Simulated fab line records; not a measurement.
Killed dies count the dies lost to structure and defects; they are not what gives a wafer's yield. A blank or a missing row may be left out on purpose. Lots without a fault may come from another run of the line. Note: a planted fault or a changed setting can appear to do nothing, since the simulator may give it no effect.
One fault through the eyes of 2 desks -- flow n5_finfet -- what lay behind the numbers comes last; until then each desk has only its own

## AT THE METROLOGY DESK
What the gauges read for every lot (on any tool): the sampled wafers with a number, averaged. A lot is out of limits, marked OUT, if its mean lies more than 4 standard deviations from the usual mean; the brackets give that distance.
Columns: A = M15_ILD_THK at N5_BEOL_M15_THK_MEAS_01, usual 1632 nm
lot,first seen here,A
L937,day 13 08:11,1630
L940,day 14 00:57,1593
L954,day 17 11:31,1648
Finding of this desk: none of the 3 lots has anything out of limits.

## THE TOOL OWNER'S DESK: pecvd-01
The tool's own readings at N5_BEOL_M15_ILD_DEP_00 (deposits SiO2 from TEOS/O2, target thk 1629.3 nm, time 346.1 s): means of the sampled wafers that have a number, for each lot that ran on this tool. A lot is out of limits, marked OUT, if its mean lies more than 4 standard deviations from the usual mean; the brackets give that distance.
Columns: A = chamber_pressure_Torr at N5_BEOL_M15_ILD_DEP_00, usual 6.500 Torr; B = heater_power_w at N5_BEOL_M15_ILD_DEP_00, usual 562 W; C = run_length_s at N5_BEOL_M15_ILD_DEP_00, usual 389.1 s; D = showerhead_plenum_p_Torr at N5_BEOL_M15_ILD_DEP_00, usual 8.34 Torr; E = throttle_valve_pct at N5_BEOL_M15_ILD_DEP_00, usual 18.5 %
lot,first seen here,A,B,C,D,E
L937,day 13 07:56,6.507,574,389.2,8.29,19.4
L940,day 14 00:42,6.496,587,384.5 (-8.5) OUT,8.29,18.7
This desk's verdict: out of limits on L940, starting with L940 at day 14 00:42 (run_length_s at N5_BEOL_M15_ILD_DEP_00). L937 stayed within limits.

## BROUGHT TOGETHER
An alarm could have come from the tool owner's desk at day 14 00:42, on L940.
At the metrology desk, nothing out of limits was observed.
The metrology desk has L940 on record, within its limits.
The lots listed all ran N5_BEOL_M15_ILD_DEP_00 on pecvd-01.

## WHAT THE SIMULATOR PUT IN
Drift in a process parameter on pecvd-01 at N5_BEOL_M15_ILD_DEP_00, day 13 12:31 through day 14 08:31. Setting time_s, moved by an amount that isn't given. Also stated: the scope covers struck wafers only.
Lots struck among those shown: L940.
Delay in hours, fault start to first out-of-limits reading, by desk: the tool owner's desk at 12.
